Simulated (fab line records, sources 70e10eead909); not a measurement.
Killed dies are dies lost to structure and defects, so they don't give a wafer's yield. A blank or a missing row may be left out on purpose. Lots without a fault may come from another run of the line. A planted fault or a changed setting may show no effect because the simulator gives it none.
fab line records | flow nand_harc
record lots=11 wafers=33 last_day=24
route steps=1159 shown P_M2@328 P_BONDPAD@351 END@1159
lots that met no fault: from a run of the same line without faults
start_h: hours from the record's first day to the start of the lot's first wafer shown | wait_h: hours since the lot's step before | " the same as in the row above | L1.1+2: a row that stands for several wafers | - no value, or no start given | * or withheld: withheld | < > ~ a bound
route shown NAME@n: a module of which the file shows steps, and the number in the route of the first | usual: mean/standard deviation of fault-free wafers | same: alike in all rows | chamber/n: place in a boat | sites: the reading at each site | _std_site: their standard deviation | _edge_site: outer sites' mean less inner sites' | radius_mm: how far each site lies from the wafer's centre | mask NAME#n: copy n | behind: the tool/chamber that last shaped the wafer | hold: why the lot was held/for how many hours/how that ended | device: the transistor (n, p or np) that didn't switch | end of line: the same wafers' tests at the end of the route | a step without rows: its recipe alone | killed: dies lost to structure and defects at the first sort, not the wafer's yield | map: a wafer's dies, x killed, . not, _ none there
set.NAME: the setting as run; set.NAME@STEP: as run at that earlier step | model.NAME: the simulator's own value behind a step, which no gauge read
steps of the route over a sample of lots; a table a step, a row a wafer
services: from which hour (start_h, from the record's first day; less than 0 if before it) a tool's chamber was out of use, for how many hours, and why
## steps
# step NHARC_P_M2_CD_MEAS_09
# recipe target_cd_nm=170 landing_energy_ev=500
# usual cd_nm=169.4/0.62
# columns lot.wafer tool chamber start_h wait_h cd_nm
L257.4 cd_sem-02 0 132.33 - 169.3
L257.5 " 0 " " 168.8
L257.6 " 0 " " 168.9
L260.3 cd_sem-01 0 148.42 - 168.6
L260.5 " 0 " " 169.2
L260.6 " 0 " " 169.4
L265.2 cd_sem-01 0 173.25 - 169.2
L265.3 " 0 " " 170.4
L265.5 " 0 " " 170.2
L269.1 cd_sem-01 0 198.40 - 170.6
L269.4 " 0 " " 169.3
L269.6 " 0 " " 170.4
L268.1 cd_sem-03 0 198.57 - 168.6
L268.2 " 0 " " 169.9
L268.6 " 0 " " 169.5
L270.1 cd_sem-01 0 205.13 - 169.3
L270.3 " 0 " " 168.2
L270.5 " 0 " " 169.5
L272.2 cd_sem-01 0 211.65 - 169.4
L272.3 " 0 " " 169.3
L272.6 " 0 " " 169.3
L274.3 cd_sem-03 0 226.75 - 169.7
L274.5 " 0 " " 169.8
L274.6 " 0 " " 170.1
L273.2 cd_sem-03 0 228.78 - 170.1
L273.3 " 0 " " 170.2
L273.5 " 0 " " 169.5
L275.2 cd_sem-02 0 238.02 - 170.4
L275.4 " 0 " " 170.1
L275.5 " 0 " " 169.5
L276.2 cd_sem-01 0 240.90 - 168.3
L276.3 " 0 " " 168.8
L276.5 " 0 " " 168.8
# step NHARC_P_M2_DESCUM_14
# recipe time_s=3 o2_flow_sccm=200 ar_flow_sccm=0 bias_power_w=0 chemistry=O2
# usual drypump_motor_current_A=5.7/0.59 oes_product_au=0.997/0.01 rf_vpp_V=58.0/0.93 showerhead_plenum_p_Torr=1.93/0.086 throttle_valve_pct=11.312/0.0088
# columns lot.wafer tool chamber start_h wait_h drypump_motor_current_A oes_product_au rf_hours_counter_h rf_vpp_V showerhead_plenum_p_Torr throttle_valve_pct
L257.4 rie_diel-02 2 132.54 0.1 5.3 1.008 - 56.6 1.88 11.295
L257.6 " 3 " " 6.8 0.998 - 57.8 2.00 11.314
L257.5 " 1 " " 5.1 0.984 - 57.2 1.83 11.306
L260.3 rie_diel-02 1 148.60 0.1 5.2 1.000 6 59.2 1.83 11.314
L260.5 " 1 " " 5.1 0.989 - 57.5 1.83 11.320
L260.6 " 2 " " 5.3 1.005 - 57.9 1.88 11.318
L265.2 rie_diel-03 0 173.44 0.1 5.8 0.995 22 58.3 1.87 11.299
L265.3 " 2 " " 5.8 1.006 25 58.6 1.93 11.317
L265.5 " 3 " " 6.4 1.017 - 57.8 1.83 11.305
L269.1 rie_diel-02 2 198.59 0.1 5.3 1.014 1 56.6 1.88 11.311
L269.4 " 0 " " 5.5 0.993 1 59.2 2.05 11.334
L269.6 " 3 " " 6.8 1.001 - 55.9 1.99 11.305
L268.2 rie_diel-13 1 198.76 0.1 6.0 0.992 28 58.4 1.87 11.302
L268.1 " 3 " " 6.1 0.988 27 59.3 2.07 11.317
L268.6 " 2 " " 5.0 1.000 - 57.3 1.89 11.316
L270.1 rie_diel-13 3 205.33 0.1 6.1 0.993 30 58.0 2.07 11.305
L270.3 " 0 " " 6.1 1.000 31 57.0 1.82 11.332
L270.5 " 1 " " 6.0 0.990 - 57.1 1.87 11.323
L272.3 rie_diel-02 0 211.84 0.1 5.5 0.983 2 58.7 2.05 11.302
L272.2 " 1 " " 5.2 0.995 2 58.8 1.83 11.312
L272.6 " 0 " " 5.5 0.981 - 58.0 2.05 11.315
L274.3 rie_diel-02 0 226.94 0.1 5.5 0.996 3 58.2 2.05 11.320
L274.5 " 3 " " 6.8 0.985 - 59.1 1.99 11.320
L274.6 " 0 " " 5.5 0.984 - 56.2 2.05 11.326
L273.2 rie_diel-02 3 228.97 0.1 6.7 0.998 3 59.3 1.99 11.325
L273.3 " 1 " " 5.1 1.005 3 58.8 1.83 11.306
L273.5 " 2 " " 5.3 1.008 - 57.1 1.88 11.311
L275.4 rie_diel-02 3 238.20 0.1 6.7 0.988 3 58.1 1.99 11.314
L275.2 " 2 " " 5.3 0.992 3 59.1 1.88 11.312
L275.5 " 0 " " 5.5 0.990 - 58.2 2.05 11.312
L276.2 rie_diel-02 2 241.08 0.1 5.2 0.990 3 60.2 1.88 11.309
L276.3 " 1 " " 5.2 0.996 4 57.6 1.83 11.301
L276.5 " 2 " " 5.3 0.995 - 58.1 1.88 11.318
# step NHARC_P_M2_STRIP_18
# recipe power_w=1000 n2_flow_sccm=150 h2_flow_sccm=150 ar_flow_sccm=0 bias_w=0 chemistry=N2/H2
# usual drypump_motor_current_A=5.7/0.6 oes_product_au=0.995/0.0099 rf_vpp_V=90.7/0.99 showerhead_plenum_p_Torr=2.06/0.096 throttle_valve_pct=14.172/0.0093
# columns lot.wafer tool chamber start_h wait_h drypump_motor_current_A oes_product_au rf_hours_counter_h rf_vpp_V showerhead_plenum_p_Torr throttle_valve_pct
L257.4 rie_diel-02 3 133.01 0.1 6.8 0.989 6 90.9 2.13 14.156
L257.5 " 0 " " 5.5 0.987 - 91.2 2.19 14.194
L257.6 " 1 " " 5.2 0.996 - 91.8 1.95 14.171
L260.3 rie_diel-02 3 149.06 0.1 6.7 0.986 7 90.9 2.13 14.176
L260.6 " 0 " " 5.5 0.985 - 92.5 2.19 14.175
L260.5 " 1 " " 5.1 0.980 - 89.7 1.95 14.159
L265.3 rie_diel-02 0 173.81 0.1 5.5 0.984 1 90.7 2.19 14.164
L265.2 " 3 " " 6.7 1.002 1 92.7 2.13 14.178
L265.5 " 1 " " 5.1 1.009 - 89.0 1.95 14.181
L269.4 rie_diel-02 1 198.99 0.1 5.2 1.003 2 89.1 1.95 14.181
L269.1 " 3 " " 6.8 0.986 1 91.2 2.13 14.175
L269.6 " 0 " " 5.5 0.989 - 92.2 2.19 14.170
L268.1 rie_diel-13 1 199.14 0.1 6.0 0.985 28 91.1 2.00 14.154
L268.2 " 3 " " 6.1 0.979 27 91.9 2.21 14.171
L268.6 " 1 " " 6.0 0.991 - 90.2 2.00 14.152
L270.3 rie_diel-02 1 205.70 0.1 5.2 1.004 2 90.0 1.95 14.184
L270.1 " 0 " " 5.5 0.999 2 91.3 2.19 14.168
L270.5 " 1 " " 5.2 1.000 - 90.4 1.95 14.170
L272.2 rie_diel-02 2 212.24 0.1 5.3 1.000 2 91.3 2.00 14.157
L272.3 " 0 " " 5.5 0.996 2 90.7 2.19 14.194
L272.6 " 1 " " 5.2 0.990 - 89.5 1.95 14.179
L274.3 rie_diel-02 2 227.32 0.1 5.3 0.999 3 89.1 2.00 14.169
L274.5 " 2 " " 5.3 1.000 - 90.6 2.00 14.170
L274.6 " 3 " " 6.7 0.996 - 91.4 2.13 14.163
L273.3 rie_diel-02 2 229.39 0.1 5.3 0.998 3 89.8 2.00 14.161
L273.2 " 3 " " 6.7 0.991 3 91.6 2.13 14.181
L273.5 " 1 " " 5.2 1.009 - 90.3 1.95 14.160
L275.4 rie_diel-02 2 238.58 0.1 5.3 0.988 3 90.6 2.00 14.155
L275.2 " 3 " " 6.8 0.980 3 90.7 2.13 14.181
L275.5 " 2 " " 5.3 0.990 - 90.5 2.00 14.166
L276.2 rie_diel-02 0 241.49 0.1 5.5 0.988 4 92.2 2.19 14.171
L276.3 " 2 " " 5.3 0.993 3 90.3 2.00 14.173
L276.5 " 3 " " 6.8 0.989 - 91.6 2.13 14.164
# step NHARC_P_BONDPAD_DEP_00
# recipe target_thk_a=2500 temp_c=370 target_thk_nm=250 pressure_torr=3 flow_sccm=200 rf_w=450 material=SiCN
# usual heater_power_w=584/61
# columns lot.wafer tool chamber start_h wait_h heater_power_w
L257.5 pecvd-03 2 135.84 - 783
L257.6 " 0 " " 607
L257.4 " 1 " " 452
L257.5 pecvd-03 2 136.44 - 779
L257.6 " 0 " " 593
L257.4 " 1 " " 437
L260.3 pecvd-01 0 151.90 - 595
L260.5 " 0 " " 592
L260.6 " 1 " " 514
L260.3 pecvd-01 0 152.93 1.0 589
L260.5 " 0 " " 605
L260.6 " 1 " " 523
L265.3 pecvd-02 2 176.88 - 578
L265.2 " 1 " " 504
L265.5 " 1 " " 540
L265.3 pecvd-02 2 177.50 - 552
L265.2 " 1 " " 520
L265.5 " 1 " " 534
L269.1 pecvd-01 2 201.77 - 552
L269.4 " 2 " " 576
L269.6 " 0 " " 582
L268.1 pecvd-03 1 201.92 - 510
L268.2 " 0 " " 595
L268.6 " 2 " " 703
L270.1 pecvd-02 2 208.50 - 550
L270.3 " 0 " " 552
L270.5 " 1 " " 522
L272.3 pecvd-02 1 214.98 - 572
L272.2 " 0 " " 657
L272.6 " 2 " " 630
L274.3 pecvd-02 2 230.14 - 643
L274.5 " 1 " " 617
L274.6 " 0 " " 585
L273.3 pecvd-02 1 232.32 - 619
L273.2 " 2 " " 544
L273.5 " 1 " " 603
L275.2 pecvd-02 1 241.40 - 628
L275.5 " 0 " " 605
L275.4 " 1 " " 505
L276.2 pecvd-02 0 244.34 - 575
L276.3 " 1 " " 570
L276.5 " 1 " " 592
# step NHARC_P_BONDPAD_THK_MEAS_33
# recipe thk_meas_gauge=ellipsometry
# usual thk_nm=199.5/1.8
# columns lot.wafer tool chamber start_h wait_h thk_nm
L257.4 film_metro-02 - 137.06 0.2 207.5
L257.5 " - " " 183.1
L257.6 " - " " 194.9
L260.3 film_metro-02 - 153.68 0.2 195.3
L260.5 " - " " 205.0
L260.6 " - " " 198.1
L265.2 film_metro-02 - 178.26 0.2 202.6
L265.3 " - " " 183.6
L265.5 " - " " 187.0
L269.1 film_metro-02 - 202.38 0.2 198.2
L269.4 " - " " 202.6
L269.6 " - " " 199.6
L268.1 film_metro-02 - 202.58 0.2 201.9
L268.2 " - " " 199.2
L268.6 " - " " 200.6
L270.1 film_metro-01 - 209.10 0.2 202.6
L270.3 " - " " 197.3
L270.5 " - " " 200.4
L272.2 film_metro-01 - 215.65 0.2 199.6
L272.3 " - " " 198.3
L272.6 " - " " 198.2
L274.3 film_metro-02 - 230.75 0.2 202.1
L274.5 " - " " 200.1
L274.6 " - " " 197.0
L273.2 film_metro-02 - 232.98 0.2 199.3
L273.3 " - " " 201.2
L273.5 " - " " 201.5
L275.2 film_metro-02 - 241.97 0.2 204.1
L275.4 " - " " 201.7
L275.5 " - " " 200.3
L276.2 film_metro-01 - 244.99 0.2 198.1
L276.3 " - " " 200.7
L276.5 " - " " 200.0
# step NHARC_END_SORT_01
# recipe temp_c=25
# usual defect_limited_yield=95.3/1.6 killed_at_array=27/11 killed_at_other=0.7/1.1 killed_at_periphery=3.6/2.4 killed_dies=32/11 killed_open=3.3/1.8 killed_short=2.1/1.5 sort_bin_2_pct=1.4/0.64 sort_bin_3_pct=0.29/0.22 sort_bin_4_pct=3.0/1.1 sort_n_pass=645/11 sort_rim_yield_pct=95/3.5 sort_yield_pct=95.3/1.6
# same gross_dies=677 sort_bin_5_pct[%]=0 sort_bin_6_pct[%]=0 sort_bin_7_pct[%]=0 sort_bin_8_pct[%]=0 sort_rim_n_gross=106.00
# columns lot.wafer tool chamber start_h wait_h defect_limited_yield[%] killed_at_array killed_at_other killed_at_periphery killed_dies killed_open killed_short sort_bin_2_pct[%] sort_bin_3_pct[%] sort_bin_4_pct[%] sort_n_pass sort_rim_yield_pct[%] sort_yield_pct[%]
L268.1 prober-01 0 509.93 2.5 93.9 40 0 1 41 7 3 1.6 0.15 4.3 636 96 93.9
L268.2 prober-01 0 510.73 2.8 95.6 27 0 3 30 4 0 1.2 0.44 2.8 647 94 95.6
L268.6 prober-01 0 513.92 4.0 94.7 34 0 2 36 5 0 1.3 0.44 3.5 641 92 94.7
L269.6 prober-01 0 521.77 4.0 94.5 34 1 2 37 7 3 2.5 0.15 2.8 640 100 94.5
L272.2 prober-02 0 526.28 2.8 93.2 41 2 3 46 3 1 2.8 0.15 3.8 631 86 93.2
L272.3 prober-02 0 527.08 3.1 91.9 48 1 6 55 2 4 1.9 0.30 5.9 622 98 91.9
L272.6 prober-02 0 529.46 4.0 93.8 36 2 4 42 1 3 1.8 0.44 4.0 635 87 93.8
L276.2 prober-02 0 553.04 2.8 95.0 32 0 2 34 4 1 2.2 0 2.8 643 94 95.0
L276.3 prober-02 0 553.84 3.1 93.9 38 1 2 41 3 3 1.9 0.59 3.5 636 94 93.9
L276.5 prober-02 0 555.44 3.7 96.6 18 1 4 23 2 0 0.9 0 2.5 654 92 96.6
L274.3 prober-01 0 561.81 3.1 95.1 27 1 5 33 2 1 1.6 0.30 3.0 644 93 95.1
L274.5 prober-01 0 563.41 3.7 94.4 33 2 3 38 3 1 1.8 0.30 3.5 639 99 94.4
L274.6 prober-01 0 564.21 4.0 97.0 17 0 3 20 1 1 0.6 0.30 2.1 657 92 97.0
# killed by level:class
L268.1 A_SLIT:chamber_film_flake=14 A_CONTACT:chamber_film_flake=8 A_CHANNEL_HOLE_D1:chamber_film_flake=6 A_SOURCE_PLATE:geometric_particle:open=3 A_STAIRCASE:chamber_film_flake=2 A_CHANNEL_FILL_D1:geometric_particle:open=1 A_SGD_CUT:geometric_particle:short=1 A_SGD_CUT:geometric_particle:open=1
L268.2 A_SLIT:chamber_film_flake=10 A_CONTACT:chamber_film_flake=9 A_CHANNEL_HOLE_D1:chamber_film_flake=3 P_M1:chamber_film_flake=2 A_ONON_D1:geometric_particle:open=1 A_CONTACT:geometric_particle:open=1 A_BLC:geometric_particle:open=1 A_M0:geometric_particle:open=1
L268.6 A_SLIT:chamber_film_flake=12 A_CONTACT:chamber_film_flake=11 A_CHANNEL_HOLE_D1:chamber_film_flake=6 A_CONTACT:geometric_particle:open=2 P_GATE:geometric_particle:open=1 A_ONON_D1:geometric_particle:open=1 A_M0:geometric_particle:open=1 P_M1:chamber_film_flake=1
L269.6 A_CHANNEL_HOLE_D1:chamber_film_flake=18 A_CONTACT:chamber_film_flake=4 A_CHANNEL_FILL_D1:geometric_particle:open=2 A_STAIRCASE:chamber_film_flake=2 A_WL_FILL:chamber_film_flake=2 P_CONTACT:geometric_particle:open=1 P_M0:geometric_particle:open=1 A_CHANNEL_FILL_D1:geometric_particle:short=1
L272.2 A_CHANNEL_HOLE_D1:chamber_film_flake=21 A_SLIT:chamber_film_flake=7 A_STAIRCASE:chamber_film_flake=6 A_CONTACT:chamber_film_flake=3 THIN_TSV:chamber_film_flake=2 P_CONTACT:geometric_particle:open=1 A_CHANNEL_FILL_D1:geometric_particle:short=1 A_WL_FILL:geometric_particle:open=1
L272.3 A_CHANNEL_HOLE_D1:chamber_film_flake=26 A_SLIT:chamber_film_flake=12 P_ZERO_WELL:chamber_film_flake=4 A_WL_FILL:geometric_particle:short=3 A_STAIRCASE:chamber_film_flake=3 P_M0:chamber_film_flake=2 A_WL_FILL:geometric_particle:open=1 A_CONTACT:geometric_particle:short=1
L272.6 A_CHANNEL_HOLE_D1:chamber_film_flake=21 A_SLIT:chamber_film_flake=8 A_CONTACT:chamber_film_flake=3 A_WL_FILL:geometric_particle:short=2 THIN_TSV:chamber_film_flake=2 P_M1:geometric_particle:short=1 A_SOURCE_PLATE:geometric_particle:open=1 P_ZERO_WELL:chamber_film_flake=1
L276.2 A_SLIT:chamber_film_flake=17 A_CHANNEL_HOLE_D1:chamber_film_flake=4 A_CONTACT:chamber_film_flake=4 A_M0:geometric_particle:open=2 A_BONDPAD:chamber_film_flake=2 P_CONTACT:geometric_particle:open=1 A_M1:geometric_particle:open=1 A_M1:geometric_particle:short=1
L276.3 A_SLIT:chamber_film_flake=15 A_CHANNEL_HOLE_D1:chamber_film_flake=8 A_BONDPAD:chamber_film_flake=4 A_WL_FILL:geometric_particle:short=2 A_CONTACT:geometric_particle:open=2 A_ZERO_WELL:chamber_film_flake=2 A_CONTACT:chamber_film_flake=2 P_STI:geometric_particle:open=1
L276.5 A_SLIT:chamber_film_flake=5 A_CHANNEL_HOLE_D1:chamber_film_flake=4 A_CONTACT:chamber_film_flake=3 P_STI:chamber_film_flake=2 A_STAIRCASE:chamber_film_flake=2 A_BONDPAD:chamber_film_flake=2 P_GATE:geometric_particle:open=1 A_CHANNEL_FILL_D1:geometric_particle:open=1
L274.3 A_SLIT:chamber_film_flake=13 A_CHANNEL_HOLE_D1:chamber_film_flake=7 A_CONTACT:chamber_film_flake=6 P_CONTACT:geometric_particle:open=2 P_GATE:chamber_film_flake=2 A_CHANNEL_FILL_D1:geometric_particle:short=1 P_STI:chamber_film_flake=1 HYBRID_BOND:latent=1
L274.5 A_SLIT:chamber_film_flake=13 A_CONTACT:chamber_film_flake=8 A_CHANNEL_HOLE_D1:chamber_film_flake=6 P_STI:chamber_film_flake=3 A_STAIRCASE:chamber_film_flake=3 A_CONTACT:geometric_particle:open=2 A_ONON_D1:geometric_particle:short=1 STARTING-WAFER:geometric_particle:open=1
L274.6 A_SLIT:chamber_film_flake=7 A_CHANNEL_HOLE_D1:chamber_film_flake=4 P_STI:chamber_film_flake=2 A_CONTACT:chamber_film_flake=2 A_ONON_D1:geometric_particle:short=1 A_CONTACT:geometric_particle:open=1 P_GATE:chamber_film_flake=1 A_STAIRCASE:chamber_film_flake=1
## services
# columns tool chamber start_h hours kind
pecvd-03 - 111.05 13.0 pm
rie_diel-02 0 117.98 14.8 repair
rie_diel-02 1 129.72 - clean
rie_diel-02 2 129.72 - clean
rie_diel-02 3 129.72 - clean
pecvd-01 2 135.80 30.1 repair
pecvd-01 1 142.07 6.4 repair
pecvd-02 - 145.32 0.5 repair
rie_diel-03 0 146.55 8.5 repair
rie_diel-03 3 147.82 10.4 repair
rie_diel-02 - 150.70 9.0 pm
rie_diel-02 0 150.70 9.0 vent_cycle
rie_diel-02 1 150.70 9.0 vent_cycle
rie_diel-02 2 150.70 9.0 vent_cycle
rie_diel-02 3 150.70 9.0 vent_cycle
pecvd-02 - 153.17 13.0 pm
rie_diel-02 0 159.70 - clean
rie_diel-02 1 159.70 - clean
rie_diel-02 2 159.70 - clean
rie_diel-02 3 159.70 - clean
rie_diel-02 0 184.20 - clean
rie_diel-02 1 184.20 - clean
rie_diel-03 - 215.31 9.0 pm
pecvd-01 - 237.32 13.0 pm
## key
first_sign step=NHARC_P_BONDPAD_DEP_00 reading=visit direction=added
effect step=NHARC_P_BONDPAD_THK_MEAS_33 reading=thk_nm direction=down sigmas=2.4 usual=199.5 struck=195.2 wafers_moved=7
met_at NHARC_P_BONDPAD_DEP_00
struck_lots L257,L260,L265
not_acting_at NHARC_P_M2_CD_MEAS_09,NHARC_P_M2_DESCUM_14,NHARC_P_M2_STRIP_18
fault kind=repeated_step_whole tool=pecvd-01,pecvd-02,pecvd-03 chamber=- onset_h=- steps=NHARC_P_BONDPAD_DEP_00 times=1 scope=struck_lots_only
